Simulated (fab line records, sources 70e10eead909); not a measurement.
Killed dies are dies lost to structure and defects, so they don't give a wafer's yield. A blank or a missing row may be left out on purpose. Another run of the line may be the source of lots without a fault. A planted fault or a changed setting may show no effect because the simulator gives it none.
fab line records	flow nandHarc
record: lots: 7	wafers: 16	lastDay: 27
route steps=1159 shown A_BLC@974 A_M0@994 END@1159
lots that met no fault: from a run of the same line without faults
startH: the number of hours between the record's first day and the start of the first shown wafer of the lot	waitH: hours since the lot's step before	" the same as in the row above	L1.1+2: several wafers, shown together as one row	- no value, or no start given	* or withheld: withheld	< > ~ a bound
route shown NAME@n: names a module that has steps shown in the file, with the first one's number in the route	usual: mean/standard deviation of fault-free wafers	same: alike in all rows	chamber/n: place in a boat	sites: per-site readings	_std_site: their standard deviation	_edge_site: the outer-site mean with the inner-site mean subtracted	radiusMm: how far each site lies from the wafer's centre	mask NAME#n: copy n	behind: the last tool/chamber to shape the wafer	hold: why the lot was held/for how many hours/how that ended	device: the transistor (n, p or np) that didn't switch	end of line: the route-end tests of the same wafers	for a step that has no rows: nothing shown but its recipe	killed: at the first sort, the dies lost to defects and structure; wafer yield is something else	map: shows each die of a wafer: x if killed, . if not, _ if none is there
set.NAME: the setting the step ran with; set.NAME@STEP: the setting that earlier step ran with	model.NAME: the simulator's own value behind a step, which no gauge read
lots at some steps of the route; a table a step, a row a wafer
services: the hour from which a tool's chamber was out of use, counted from the record's first day as startH (under 0 if before that day), plus the number of hours and why
== steps ==
step: NHARC_A_BLC_CD_MEAS_10
recipe: targetCdNm: 100	landingEnergyEv: 500
usual: cdNm: 99.9/0.36
same: landingEnergyEv: 500
lot.wafer	tool	chamber	startH	waitH	cdNm
L474.2	cdSem-01	0	409.98	-	99.6
L474.3	"	0	"	"	99.6
L474.4	"	0	"	"	99.6
L478.2	cdSem-03	0	459.91	-	99.8
L478.3	"	0	"	"	99.4
L478.6	"	0	"	"	100.0
L483.1	cdSem-01	0	508.92	-	99.8
L482.1	cdSem-02	0	509.65	-	100.0
L482.5	"	0	"	"	100.0
L485.3	cdSem-03	0	516.06	-	99.9
L492.1	cdSem-02	0	546.02	-	99.0
L492.3	"	0	"	"	99.1
L492.4	"	0	"	"	99.5
L496.1	cdSem-01	0	568.26	-	100.4
L496.3	"	0	"	"	100.4
L496.4	"	0	"	"	99.9
step: NHARC_A_BLC_OVL_MEAS_11
usual: overlayXNm: 0.1/0.69	overlayYNm: -0.1/0.79
lot.wafer	tool	chamber	startH	waitH	overlayXNm	overlayYNm
L474.2	overlay-02	-	410.06	-	0.2	-1.1
L474.3	"	-	"	"	0.4	-0.5
L474.4	"	-	"	"	-0.1	-1.0
L478.2	overlay-02	-	459.99	-	-1.4	-1.7
L478.3	"	-	"	"	-1.1	-1.0
L478.6	"	-	"	"	-1.0	-1.5
L483.1	overlay-01	-	509.02	-	-0.1	-0.7
L482.1	overlay-02	-	509.73	-	-0.1	-0.9
L482.5	"	-	"	"	0.1	-0.8
L485.3	overlay-02	-	516.14	-	-0.3	-0.3
L492.1	overlay-01	-	546.10	-	-1.5	-0.9
L492.3	"	-	"	"	-1.6	-0.4
L492.4	"	-	"	"	-1.1	-1.0
L496.1	overlay-01	-	568.35	-	0.7	-0.7
L496.3	"	-	"	"	0.8	-0.5
L496.4	"	-	"	"	1.6	-1.2
step: NHARC_A_BLC_INSPECT_12
usual: rawDefectCount: 31/14
lot.wafer	tool	chamber	startH	waitH	rawDefectCount
L474.2	defectInspect-02	-	410.10	0.0	24
L474.3	"	-	"	"	19
L474.4	"	-	"	"	20
L478.2	defectInspect-02	-	460.03	0.0	35
L478.3	"	-	"	"	42
L478.6	"	-	"	"	32
L483.1	defectInspect-01	-	509.06	0.0	7
L482.1	defectInspect-01	-	509.77	0.0	35
L482.5	"	-	"	"	29
L485.3	defectInspect-02	-	516.18	0.0	32
L492.1	defectInspect-02	-	546.14	0.0	35
L492.3	"	-	"	"	40
L492.4	"	-	"	"	37
L496.1	defectInspect-02	-	568.40	0.1	45
L496.3	"	-	"	"	37
L496.4	"	-	"	"	35
step: NHARC_A_BLC_DESCUM_15
recipe: timeS: 3	o2FlowSccm: 200	arFlowSccm: 0	biasPowerW: 0	chemistry: O2
step: NHARC_A_BLC_ETCH_16
recipe: targetDepthA: 390	overEtchFrac: 0.3	timeS: 65	ionEnergyEv: 80	cf4FlowSccm: 150	arFlowSccm: 0	rfW: 300	biasW: 100	chemistry: CF4
usual: cf4FlowSccm: 150.0/0.47	drypumpMotorCurrentA: 5.5/0.34	mfcArSccm: 0.007/0.009	oesProductAu: 0.999/0.0072	rfVppV: 151.7/1.2	showerheadPlenumPTorr: 1.80/0.078	throttleValvePct: 13.284/0.0091
lot.wafer	tool	chamber	startH	waitH	cf4FlowSccm	drypumpMotorCurrentA	mfcArSccm	oesProductAu	rfHoursCounterH	rfVppV	showerheadPlenumPTorr	throttleValvePct
L474.2	rieDiel-06	1	410.26	0.1	150.0	6.1	0.005	0.994	13	153.2	1.89	13.301
L474.3	"	2	"	"	149.6	5.6	0	0.993	17	151.7	1.76	13.280
L474.4	"	2	"	"	149.4	5.6	0	0.984	-	151.1	1.76	13.293
L478.3	rieDiel-06	1	460.18	0.1	150.6	6.1	0.005	1.005	2	153.0	1.89	13.282
L478.2	"	3	"	"	150.7	5.2	0.017	1.005	2	152.3	1.87	13.269
L478.6	"	0	"	"	149.9	5.8	0	0.993	-	149.9	1.65	13.279
L483.1	rieDiel-06	2	509.21	0.1	149.6	5.6	0	1.002	7	149.8	1.76	13.277
L482.1	rieDiel-08	1	509.94	0.1	150.0	5.2	0.024	0.986	1	152.3	1.80	13.279
L482.5	"	0	"	"	149.8	5.3	0.003	0.995	-	151.2	1.75	13.290
L485.3	rieDiel-06	1	516.33	0.1	150.3	6.1	0.005	1.005	8	153.6	1.88	13.265
L492.4	rieDiel-08	0	546.30	0.1	149.2	5.3	0.003	0.986	5	150.5	1.74	13.279
L492.3	"	2	"	"	150.5	5.9	0	0.986	6	150.6	1.88	13.286
L492.1	"	3	"	"	150.0	5.5	0	0.995	3	152.3	1.82	13.307
L496.3	rieDiel-09	1	568.57	0.1	150.6	5.4	0.007	0.996	42	151.2	1.88	13.279
L496.1	"	3	"	"	149.8	5.3	0.029	1.015	43	149.8	1.75	13.293
L496.4	"	3	"	"	150.6	5.2	0.029	1.001	-	152.1	1.75	13.279
step: NHARC_A_BLC_ETCH_17
recipe: targetDepthA: 3900	overEtchFrac: 0.25	timeS: 609.38	ionEnergyEv: 200	n2FlowSccm: 150	h2FlowSccm: 150	arFlowSccm: 0	rfW: 400	biasW: 150	chemistry: N2/H2
usual: drypumpMotorCurrentA: 5.5/0.34	mfcArSccm: 0.007/0.0093	oesProductAu: 0.998/0.0079	rfVppV: 431.4/2.8	showerheadPlenumPTorr: 2.07/0.1	throttleValvePct: 14.171/0.0097
lot.wafer	tool	chamber	startH	waitH	drypumpMotorCurrentA	mfcArSccm	oesProductAu	rfHoursCounterH	rfVppV	showerheadPlenumPTorr	throttleValvePct
L474.2	rieDiel-06	1	-	-	6.1	0.005	1.006	14	434.0	2.19	14.172
L474.3	"	0	"	"	5.8	0	0.997	16	427.7	1.89	14.168
L474.4	"	0	"	"	5.8	0	0.996	-	427.8	1.89	14.171
L478.2	rieDiel-06	3	-	-	5.1	0.017	1.001	2	434.8	2.17	14.179
L478.3	"	0	"	"	5.8	0	1.002	2	428.1	1.88	14.182
L478.6	"	2	"	"	5.6	0	0.999	-	429.4	2.03	14.178
L483.1	rieDiel-06	1	-	-	6.1	0.005	1.006	8	434.6	2.19	14.161
L482.1	rieDiel-08	1	-	-	5.2	0.024	0.994	1	431.8	2.08	14.186
L482.5	"	2	"	"	5.9	0	0.998	-	432.6	2.18	14.167
L485.3	rieDiel-06	2	-	-	5.6	0	0.997	8	430.6	2.03	14.167
L492.4	rieDiel-08	0	-	-	5.3	0.003	0.989	6	429.8	2.01	14.165
L492.3	"	1	"	"	5.2	0.024	0.984	6	432.2	2.08	14.151
L492.1	"	2	"	"	5.9	0	0.993	6	435.2	2.18	14.171
L496.1	rieDiel-09	2	-	-	5.3	0.003	1.002	40	430.2	2.03	14.163
L496.3	"	3	"	"	5.2	0.029	1.012	43	430.4	2.02	14.166
L496.4	"	3	"	"	5.2	0.029	1.004	-	429.7	2.02	14.180
step: NHARC_A_BLC_ETCH_18
recipe: targetDepthA: 9100	c4f8FlowSccm: 20	o2FlowSccm: 10	arFlowSccm: withheld	rfW: 600	biasW: 1500	chemistry: C4F8/O2/Ar
usual: oesProductAu: 0.955/0.019	rfVppV: 980/6.2
lot.wafer	tool	chamber	startH	waitH	oesProductAu	rfHoursCounterH	rfVppV
L474.2	rieDiel-06	1	-	-	0.970	14	987
L474.3	"	2	"	"	0.969	18	978
L474.4	"	0	"	"	0.954	-	968
L478.3	rieDiel-06	0	-	-	0.957	2	969
L478.2	"	1	"	"	0.963	3	987
L478.6	"	0	"	"	0.956	-	967
L483.1	rieDiel-06	1	-	-	0.972	8	988
L482.1	rieDiel-08	1	-	-	0.965	2	982
L482.5	"	2	"	"	0.976	-	987
L485.3	rieDiel-06	0	-	-	0.971	8	968
L492.3	rieDiel-08	3	-	-	0.936	4	982
L492.1	"	0	"	"	0.930	6	977
L492.4	"	1	"	"	0.949	6	980
L496.1	rieDiel-09	0	-	-	0.937	34	969
L496.4	"	1	"	"	0.940	42	986
L496.3	"	2	"	"	0.932	40	977
step: NHARC_A_BLC_CD_MEAS_19
usual: cdNm: 99.6/1.4
lot.wafer	tool	chamber	startH	waitH	cdNm
L474.2	cdSem-03	-	411.31	-	99.2
L474.3	"	-	"	"	101.2
L474.4	"	-	"	"	100.0
L478.2	cdSem-02	-	461.05	-	100.4
L478.3	"	-	"	"	97.3
L478.6	"	-	"	"	99.4
L483.1	cdSem-01	-	510.09	-	99.1
L482.1	cdSem-02	-	511.04	-	98.6
L482.5	"	-	"	"	102.7
L485.3	cdSem-01	-	517.21	-	98.8
L492.1	cdSem-03	-	547.20	-	100.2
L492.3	"	-	"	"	100.6
L492.4	"	-	"	"	99.4
L496.1	cdSem-01	-	569.54	-	99.3
L496.3	"	-	"	"	98.2
L496.4	"	-	"	"	98.7
step: NHARC_A_BLC_STRIP_29
recipe: cf4FlowSccm: 150	arFlowSccm: 0	biasW: 0	chemistry: CF4
step: NHARC_A_BLC_STRIP_21
recipe: o2FlowSccm: 500	arFlowSccm: 0	biasW: 0	chemistry: O2
step: NHARC_A_BLC_STRIP_22
recipe: timeS: 600	tempC: 30	chemistry: postEtchResidueRemover
step: NHARC_A_BLC_DEGAS_30
recipe: tempC: 300	timeS: 60
step: NHARC_A_BLC_PRE_CLEAN_31
recipe: timeS: 15	biasV: 250	gas: Ar
lot.wafer	tool	chamber	startH	waitH
L474.3+4+2	pvdSputter-01	-	411.97	-
L478.3+2+6	pvdSputter-02	-	461.72	-
L483.1	pvdSputter-02	-	510.75	-
L482.1+5	pvdSputter-02	-	511.83	-
L485.3	pvdSputter-02	-	517.89	-
L492.3+1+4	pvdSputter-01	-	547.88	-
L496.1+4+3	pvdSputter-03	-	570.25	-
step: NHARC_A_BLC_PVD_32
recipe: targetThkA: 50	chamberPressurePa: 5	powerW: 5000	substrateTempC: 200	timeS: 17.7	material: Ti
usual: throttleValvePct: 29.8/0.8
lot.wafer	tool	chamber	startH	waitH	throttleValvePct
L474.3	pvdSputter-01	-	-	-	30.0
L474.2	"	-	"	"	29.3
L474.4	"	-	"	"	27.9
L478.2	pvdSputter-02	-	-	-	29.9
L478.3	"	-	"	"	28.9
L478.6	"	-	"	"	30.3
L483.1	pvdSputter-02	-	-	-	30.3
L482.1	pvdSputter-02	-	-	-	29.8
L482.5	"	-	"	"	30.1
L485.3	pvdSputter-02	-	-	-	31.2
L492.4	pvdSputter-01	-	-	-	29.8
L492.1	"	-	"	"	29.5
L492.3	"	-	"	"	29.0
L496.3	pvdSputter-03	-	-	-	29.6
L496.4	"	-	"	"	28.9
L496.1	"	-	"	"	30.5
step: NHARC_A_BLC_ALD_23
recipe: targetThkA: 30	pulseTimeS: 1	aldCycles: 150	tempC: 450	material: TiN
step: NHARC_A_BLC_CVD_24
recipe: targetThkA: 1500	tempC: 300	pressureTorr: 40	wf6FlowSccm: 40	h2FlowSccm: 1600	arFlowSccm: 1560	timeS: 434	material: W
step: NHARC_A_BLC_CMP_25
recipe: tOverpolishS: 30	targetThkNm: 150
usual: edgeZonePressureFrac: 1.001/0.0047	motorCurrentA: 12.0/1.2	overpolishRunS: 30.000/0.0088	timeToEndpointS: 30.1/2.1
lot.wafer	tool	chamber	startH	waitH	edgeZonePressureFrac	motorCurrentA	overpolishRunS	timeToEndpointS
L474.3	cmp-04	1	427.12	0.2	0.996	12.0	29.999	28.0
L474.4	"	3	"	"	1.002	11.0	30.000	33.3
L474.2	"	0	"	"	1.001	10.2	30.003	31.6
L478.3	cmp-04	3	465.82	0.3	0.993	11.4	29.998	30.9
L478.2	"	2	"	"	0.992	13.5	30.003	30.5
L478.6	"	0	"	"	1.001	10.9	29.997	31.0
L483.1	cmp-03	2	513.90	0.5	0.998	12.4	29.997	31.2
L482.1	cmp-02	3	514.02	0.4	1.005	12.1	29.995	30.3
L482.5	"	2	"	"	0.998	10.1	29.998	29.4
L485.3	cmp-04	1	523.46	0.3	1.004	12.9	29.992	27.1
L492.3	cmp-02	1	560.32	0.3	0.998	10.7	29.995	26.7
L492.1	"	3	"	"	1.001	11.8	29.993	27.2
L492.4	"	0	"	"	1.005	14.1	29.995	28.7
L496.3	cmp-03	3	572.33	0.2	0.997	14.0	30.011	29.8
L496.4	"	1	"	"	0.994	12.3	30.004	30.6
L496.1	"	2	"	"	0.996	13.2	29.999	29.8
step: NHARC_A_BLC_SRD_27
step: NHARC_A_M0_DEP_00
recipe: targetThkA: 1500	targetThkNm: 150	tempC: withheld	pressureTorr: 5	flowSccm: 200	rfW: 600	material: SiOC
step: NHARC_A_M0_DEHYDRATE_01
recipe: tempC: 150	timeS: 120
step: NHARC_A_M0_HMDS_02
recipe: timeS: 30
step: NHARC_A_M0_COAT_33
recipe: tempC: 200	timeS: 65
step: NHARC_A_M0_COAT_03
recipe: spinRpm: 1500	resistThkNm: 90
step: NHARC_A_M0_SOFTBAKE_04
recipe: tempC: 105	timeS: 55
step: NHARC_A_M0_EBR_05
step: NHARC_A_M0_EXPOSE_06
recipe: na: 1.35	targetCdNm: 80	doseMj: 83.25	maskId: A_M0
step: NHARC_A_M0_PEB_07
recipe: pebTempC: 100	pebTimeS: 65
step: NHARC_A_M0_DEVELOP_08
recipe: developTimeS: 35	devTempC: 23
step: NHARC_A_M0_CD_MEAS_09
recipe: targetCdNm: 80	landingEnergyEv: 500
usual: cdNm: 79.9/0.51
same: landingEnergyEv: 500
lot.wafer	tool	chamber	startH	waitH	cdNm
L474.2	cdSem-01	0	428.43	-	79.7
L474.3	"	0	"	"	79.9
L474.4	"	0	"	"	80.4
L478.2	cdSem-01	0	467.26	-	80.4
L478.3	"	0	"	"	80.1
L478.6	"	0	"	"	80.4
L483.1	cdSem-01	0	515.00	-	78.7
L482.1	cdSem-03	0	515.30	-	80.8
L482.5	"	0	"	"	79.8
L485.3	cdSem-03	0	524.65	-	79.5
L492.1	cdSem-01	0	562.03	-	79.3
L492.3	"	0	"	"	79.5
L492.4	"	0	"	"	79.8
L496.1	cdSem-01	0	573.67	-	79.4
L496.3	"	0	"	"	80.5
L496.4	"	0	"	"	79.3
step: NHARC_A_M0_OVL_MEAS_10
recipe: pitchNm: 160
usual: overlayXNm: -0.3/0.87	overlayYNm: -0.1/0.78
lot.wafer	tool	chamber	startH	waitH	overlayXNm	overlayYNm
L474.2	overlay-02	-	428.51	-	-1.6	0.2
L474.3	"	-	"	"	-1.4	-0.3
L474.4	"	-	"	"	-1.2	-0.3
L478.2	overlay-02	-	467.35	-	0.2	0.3
L478.3	"	-	"	"	-0.1	-0.1
L478.6	"	-	"	"	-0.5	-0.4
L483.1	overlay-02	-	515.09	-	1.5	1.1
L482.1	overlay-02	-	515.39	-	0.0	-0.3
L482.5	"	-	"	"	-0.1	-0.1
L485.3	overlay-02	-	524.74	-	-0.4	-0.6
L492.1	overlay-02	-	562.12	-	-1.4	1.0
L492.3	"	-	"	"	-1.5	0.9
L492.4	"	-	"	"	-1.1	0.7
L496.1	overlay-02	-	573.76	-	0.0	0.0
L496.3	"	-	"	"	0.0	0.9
L496.4	"	-	"	"	0.1	-0.5
step: NHARC_END_SORT_01
recipe: tempC: 25
usual: killedAtArray: 28/11	killedAtOther: 0.9/1.2	killedAtPeriphery: 2.6/2.1	killedDies: 31/11	killedOpen: 3.1/1.7	killedShort: 1.9/1.3
same: grossDies: 677
lot.wafer	tool	chamber	startH	waitH	killedAtArray	killedAtOther	killedAtPeriphery	killedDies	killedOpen	killedShort
L474.2	prober-02	0	477.26	2.8	23	0	2	25	1	2
L474.3	prober-02	0	478.06	3.1	15	0	2	17	1	0
L474.4	prober-02	0	478.86	3.4	20	1	4	25	2	2
L478.2	prober-02	0	511.19	2.8	34	0	3	37	2	1
L478.3	prober-02	0	511.99	3.1	29	0	2	31	1	0
L478.6	prober-02	0	514.37	4.0	29	2	1	32	2	1
L483.1	prober-01	0	567.94	2.5	85	0	1	86	3	3
L482.1	prober-01	0	579.45	2.5	104	1	3	108	2	3
L482.5	prober-01	0	582.66	3.7	33	1	0	34	6	4
L485.3	prober-01	0	587.44	3.1	112	0	2	114	4	2
L492.1	prober-02	0	613.92	2.5	27	0	3	30	4	1
L492.3	prober-02	0	615.52	3.1	34	0	5	39	6	1
L492.4	prober-02	0	616.32	3.4	35	0	1	36	3	3
L496.1	prober-02	0	637.26	2.5	36	3	0	39	1	2
L496.3	prober-02	0	638.83	3.1	28	0	2	30	1	2
L496.4	prober-02	0	639.62	3.4	27	2	2	31	3	1
killed by level:class
L474.2 A_CHANNEL_HOLE_D1:chamberFilmFlake=10 A_SLIT:chamberFilmFlake=5 A_STAIRCASE:chamberFilmFlake=3 A_CONTACT:chamberFilmFlake=2 A_ONON_D1:geometricParticle:open=1 A_SGD_CUT:geometricParticle:short=1 A_CONTACT:geometricParticle:short=1 P_STI:chamberFilmFlake=1
L474.3 A_CHANNEL_HOLE_D1:chamberFilmFlake=8 A_SLIT:chamberFilmFlake=3 A_CONTACT:chamberFilmFlake=3 P_GATE:geometricParticle:open=1 P_STI:chamberFilmFlake=1 A_STAIRCASE:chamberFilmFlake=1
L474.4 A_CHANNEL_HOLE_D1:chamberFilmFlake=9 A_STAIRCASE:chamberFilmFlake=4 A_SLIT:chamberFilmFlake=4 P_M0:geometricParticle:open=1 P_M1:geometricParticle:short=1 A_ONON_D1:geometricParticle:short=1 A_CONTACT:geometricParticle:open=1 P_ZERO_WELL:chamberFilmFlake=1
L478.2 A_CHANNEL_HOLE_D1:chamberFilmFlake=14 A_SLIT:chamberFilmFlake=8 A_CONTACT:chamberFilmFlake=5 A_WL_FILL:chamberFilmFlake=4 P_M0:geometricParticle:short=1 A_SGD_CUT:geometricParticle:open=1 A_SLIT:geometricParticle:open=1 P_GATE:chamberFilmFlake=1
L478.3 A_CHANNEL_HOLE_D1:chamberFilmFlake=15 A_SLIT:chamberFilmFlake=4 A_STAIRCASE:chamberFilmFlake=3 A_WL_FILL:chamberFilmFlake=3 A_CONTACT:chamberFilmFlake=3 P_STI:chamberFilmFlake=2 A_BLC:geometricParticle:open=1
L478.6 A_CHANNEL_HOLE_D1:chamberFilmFlake=14 A_SLIT:chamberFilmFlake=10 A_CONTACT:chamberFilmFlake=2 THIN_TSV:chamberFilmFlake=2 P_CONTACT:geometricParticle:open=1 A_ONON_D1:geometricParticle:short=1 A_BLC:geometricParticle:open=1 A_STAIRCASE:chamberFilmFlake=1
L483.1 A_BLC:unspecified=73 A_CHANNEL_HOLE_D1:chamberFilmFlake=3 A_CONTACT:geometricParticle:short=2 A_ONON_D1:geometricParticle:open=1 A_CHANNEL_FILL_D1:geometricParticle:short=1 A_WL_FILL:geometricParticle:open=1 A_CONTACT:geometricParticle:open=1 P_M0:chamberFilmFlake=1
L482.1 A_BLC:unspecified=74 A_CHANNEL_HOLE_D1:chamberFilmFlake=18 A_CONTACT:chamberFilmFlake=4 A_CHANNEL_FILL_D1:chamberFilmFlake=3 A_CHANNEL_FILL_D1:geometricParticle:short=2 P_M1:chamberFilmFlake=2 A_ONON_D1:geometricParticle:short=1 A_ONON_D1:geometricParticle:open=1
L482.5 A_CHANNEL_HOLE_D1:chamberFilmFlake=18 A_CONTACT:geometricParticle:open=3 A_CONTACT:chamberFilmFlake=3 A_ONON_D1:geometricParticle:open=2 A_CHANNEL_HOLE_D1:geometricParticle:open=1 A_CHANNEL_FILL_D1:geometricParticle:short=1 A_WL_FILL:geometricParticle:short=1 A_CONTACT:geometricParticle:short=1
L485.3 A_BLC:unspecified=80 A_CHANNEL_HOLE_D1:chamberFilmFlake=13 A_SLIT:chamberFilmFlake=12 A_CHANNEL_FILL_D1:chamberFilmFlake=2 P_CONTACT:geometricParticle:open=1 P_M2:geometricParticle:open=1 A_SOURCE_PLATE:geometricParticle:open=1 A_ONON_D1:geometricParticle:short=1
L492.1 A_CHANNEL_HOLE_D1:chamberFilmFlake=18 A_CONTACT:chamberFilmFlake=4 P_GATE:geometricParticle:open=2 A_STAIRCASE:chamberFilmFlake=2 P_M0:geometricParticle:open=1 A_CHANNEL_FILL_D1:geometricParticle:short=1 A_CHANNEL_FILL_D1:geometricParticle:open=1 A_BONDPAD:chamberFilmFlake=1
L492.3 A_CHANNEL_HOLE_D1:chamberFilmFlake=22 A_CONTACT:chamberFilmFlake=6 P_GATE:chamberFilmFlake=2 P_GATE:geometricParticle:open=1 P_CONTACT:geometricParticle:open=1 A_ONON_D1:geometricParticle:short=1 A_ONON_D1:geometricParticle:open=1 A_SGD_CUT:geometricParticle:open=1
L492.4 A_CHANNEL_HOLE_D1:chamberFilmFlake=22 A_CONTACT:chamberFilmFlake=6 A_SOURCE_PLATE:geometricParticle:short=1 A_ONON_D1:geometricParticle:open=1 A_ONON_D1:geometricParticle:short=1 A_CHANNEL_FILL_D1:geometricParticle:open=1 A_SGD_CUT:geometricParticle:open=1 A_WL_FILL:geometricParticle:short=1
L496.1 A_CHANNEL_HOLE_D1:chamberFilmFlake=28 THIN_TSV:chamberFilmFlake=3 A_CONTACT:chamberFilmFlake=2 A_SOURCE_PLATE:geometricParticle:short=1 A_ONON_D1:geometricParticle:short=1 A_CONTACT:geometricParticle:open=1 A_STAIRCASE:chamberFilmFlake=1 A_SLIT:chamberFilmFlake=1
L496.3 A_CHANNEL_HOLE_D1:chamberFilmFlake=22 A_CONTACT:chamberFilmFlake=2 P_M0:geometricParticle:short=1 A_SOURCE_PLATE:geometricParticle:open=1 A_SGD_CUT:geometricParticle:short=1 P_GATE:chamberFilmFlake=1 A_CHANNEL_FILL_D1:chamberFilmFlake=1 A_SLIT:chamberFilmFlake=1
L496.4 A_CHANNEL_HOLE_D1:chamberFilmFlake=21 P_GATE:chamberFilmFlake=2 A_STAIRCASE:chamberFilmFlake=2 A_CHANNEL_FILL_D1:geometricParticle:open=1 A_CHANNEL_FILL_D1:geometricParticle:short=1 A_SLIT:geometricParticle:open=1 STARTING-WAFER:geometricParticle:open=1 A_CONTACT:chamberFilmFlake=1
map L482.1 (x killed, . not)
____________.____________
_________......._________
_______..........._______
______.x......xx...______
_____...x.x..x......_____
____..xxxx..x........____
____..x.xxx.xxxxxx...____
___.x..xx.xxx.xxx.x...___
___..xx..x.xxxxxxx....___
__...x..xx..xxxxx.....x__
__.....x.x.xxxxxxx.....__
_.....x.xxxxxxxxxx......_
_.......x..xxxxxxx......_
_.........xxxxxxx.....x._
_..........xxxxx.x......_
_..........x.xxxx.x.x..._
...x.......x...xxx.......
.....................x...
............x............
.........................
.........................
_......................._
_.............x........._
_......................._
_......................._
_......................._
__.....................__
__.....................__
___..............x....___
___...................___
____.................____
____.................____
_____..............._____
______.............______
_______..........._______
_________......._________
____________.____________
map L483.1 (x killed, . not)
____________.____________
_________......._________
_______..........._______
______.......x.....______
_____.........x..x.._____
____........xx.......____
____..x...xx..xx.....____
___.......x.xx.xx.....___
___.....x.xxxxxxxx....___
__.......x.xxxxxx.x....__
__......x.xxxxxxx......__
_........xxxxxxxx......._
_.........xxxxxxxxxx...._
_..........xxxxxx......._
_.........xxxxx.....x..._
_x.........x.xx.x......._
............xx...........
.............x.x.........
.........................
...........x.............
.........................
_......................._
_......................._
_...x............x......_
_......................._
_.............x........._
__.............x..x....__
__.....................__
___...................___
___...................___
____.................____
____.................____
_____.............x._____
______.............______
_______..........._______
_________......._________
____________.____________
== services ==
tool	chamber	startH	hours	kind
pvdSputter-02	-	392.00	10.0	pm
cmp-04	-	399.00	4.0	pm
rieDiel-08	2	401.72	3.4	repair
pvdSputter-01	-	404.17	4.2	repair
cmp-04	-	408.57	11.5	repair
rieDiel-06	3	409.83	5.7	repair
rieDiel-08	0	414.21	6.2	repair
rieDiel-06	-	418.28	9.0	pm
rieDiel-09	-	431.29	9.0	pm
rieDiel-06	2	431.36	7.3	repair
rieDiel-06	-	455.40	0.5	repair
pvdSputter-01	-	463.54	1.1	repair
cmp-04	-	466.91	5.6	repair
rieDiel-08	0	468.54	10.0	repair
rieDiel-08	-	478.86	9.0	pm
rieDiel-08	3	508.06	10.4	repair
pvdSputter-01	-	514.00	10.0	pm
rieDiel-09	0	514.20	3.6	repair
rieDiel-09	0	531.53	9.9	repair
pvdSputter-02	-	537.91	0.5	repair
pvdSputter-01	-	548.86	7.2	repair
pvdSputter-02	-	551.57	0.5	repair
rieDiel-09	2	556.48	4.2	repair
rieDiel-09	0	559.77	9.1	repair
== key ==
firstSign: step: NHARC_END_SORT_01	reading: killedAtArray	direction: up	sigmas: 6.8	usual: 28	struck: 100
effect: step: NHARC_END_SORT_01	reading: killedDies	direction: up	sigmas: 6.6	usual: 31	struck: 103
moreKillsBornAt: NHARC_A_BLC_PRE_CLEAN_31@pvdSputter-02: 227
metAt NHARC_A_BLC_PRE_CLEAN_31
struckWafers L482.1,L483.1,L485.3
testerLeftOut L482,L483,L485
fault: kind: chamberParticleSource	tool: pvdSputter-02	chamber: -	onsetH: 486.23	steps: NHARC_A_BLC_PRE_CLEAN_31	ratePerVisitCm2: 0.47267	endH: 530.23	scope: struckWafersOnly
testerLeftOut: of these lots the tester's yield and bins aren't shown, on N5 and GAA mostly nor the transistor test; their killed dies are dies lost to structure and defects alone, not to doping, threshold or leakage, so they don't give the yield
